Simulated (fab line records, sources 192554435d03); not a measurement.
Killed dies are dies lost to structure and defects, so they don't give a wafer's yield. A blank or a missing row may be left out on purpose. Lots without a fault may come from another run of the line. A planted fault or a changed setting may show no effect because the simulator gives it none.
Split-lot experiment | flow n5_finfet | 7 lots, 21 wafers read, on a route of 1938 steps

THE SPLIT
At N5_BEOL_M4_PECVD_72 (deposits SiO2 from TEOS/O2, target thk 16 nm, time 18 s), the setting time_s was moved away from the recipe's 18 s on 6 of the 21 wafers read, by -9.9% to -5.2%. The other wafers ran this setting at the recipe's value.

The reading is taken at the split's own step.

THE READING
SiO2_of_BEOL_M4_PECVD_72.thk_nm (the simulator's own value, which no gauge read), in nm, at N5_BEOL_M4_PECVD_72 (deposits SiO2 from TEOS/O2, target thk 16 nm, time 18 s). The file gives no usual value for it. The 15 wafers here that ran the recipe average 16.0 nm, standard deviation 0.25 nm.

wafer  | tool, chamber at the split | time_s as run, s | against the recipe | SiO2_of_BEOL_M4_PECVD_72.thk_nm, nm | against lot-mates on the recipe
L074.1 | pecvd-01, 0                | 18               | recipe             | 16                                  | -
L074.2 | pecvd-01, 2,0              | 16.22            | -9.9%              | 14.6                                | -1.4
L074.6 | pecvd-01, 2,0              | 16.22            | -9.9%              | 14.6                                | -1.4
L078.2 | pecvd-03, 0                | 17.06            | -5.2%              | 15.2                                | -1.0
L078.3 | pecvd-03, 1                | 17.06            | -5.2%              | 14.8                                | -1.4
L078.4 | pecvd-03, 2                | 18               | recipe             | 16.2                                | -
L080.1 | pecvd-03, 0                | 18               | recipe             | 15.8                                | -
L080.3 | pecvd-03, 0,1              | 18               | recipe             | 16                                  | -
L080.4 | pecvd-03, 0,1              | 18               | recipe             | 16                                  | -
L081.2 | pecvd-01, 0                | 18               | recipe             | 16.2                                | -
L081.4 | pecvd-01, 0                | 18               | recipe             | 16                                  | -
L081.5 | pecvd-01, 2                | 18               | recipe             | 16.4                                | -
L089.1 | pecvd-03, 0                | 18               | recipe             | 16                                  | -
L089.2 | pecvd-03, 1                | 18               | recipe             | 15.8                                | -
L089.3 | pecvd-03, 2                | 16.38            | -9.0%              | 14.8                                | -1.1
L091.2 | pecvd-01, 1                | 18               | recipe             | 15.6                                | -
L091.4 | pecvd-01, 2                | 18               | recipe             | 16.6                                | -
L091.5 | pecvd-01, 1                | 16.8             | -6.7%              | 15.2                                | -0.9
L093.1 | pecvd-03, 1,2              | 18               | recipe             | 15.8                                | -
L093.2 | pecvd-03, 1,2              | 18               | recipe             | 15.8                                | -
L093.4 | pecvd-03, 2                | 18               | recipe             | 16.2                                | -
Where a row lists several chambers, the file gives one row for several wafers and doesn't say which wafer went through which chamber.

THE FIT
A straight line over all 21 wafers: SiO2_of_BEOL_M4_PECVD_72.thk_nm changes by +0.146 nm for each +1% of time_s; r = +0.91; the points scatter about the line by 0.25 nm.
The same after taking each lot's own level away (the mean of its wafers on the recipe; 21 wafers): +0.147 nm for each +1%; r = +0.91; scatter 0.26 nm.
On that fit, the largest move of time_s shifts the reading by 1.5 nm.
The lots' own levels span 15.90 to 16.20 nm, that is 1.2 times the standard deviation above.
So the lot-to-lot level changes the slope little: the two slopes agree.
Check: with one of the wafers moved furthest among these (-9.9%) left out of the fit, the line predicts -1.5 nm for it against its lot-mates. It came out at -1.4 nm against them.

OTHER SPLITS ON THESE WAFERS
These wafers also went through other splits before the reading. Each is held against what the fit with the lots' levels taken away leaves over:
other split on the same wafers | wafers away from the commonest value | r with SiO2_of_BEOL_M4_PECVD_72.thk_nm (lot level and that fit taken away)
N5_BEOL_M1_COAT_68 spin_rpm    | 6                                    | -0.39
N5_BEOL_M2_COAT_76 spin_rpm    | 5                                    | +0.39
N5_BEOL_M2_DESCUM_33 time_s    | 6                                    | -0.06
N5_BEOL_M3_PECVD_72 time_s     | 9                                    | -0.06

THE FILE'S OWN FIT
SiO2_of_BEOL_M4_PECVD_72.thk_nm changes by +0.144 nm for each +1% of time_s, r = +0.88.
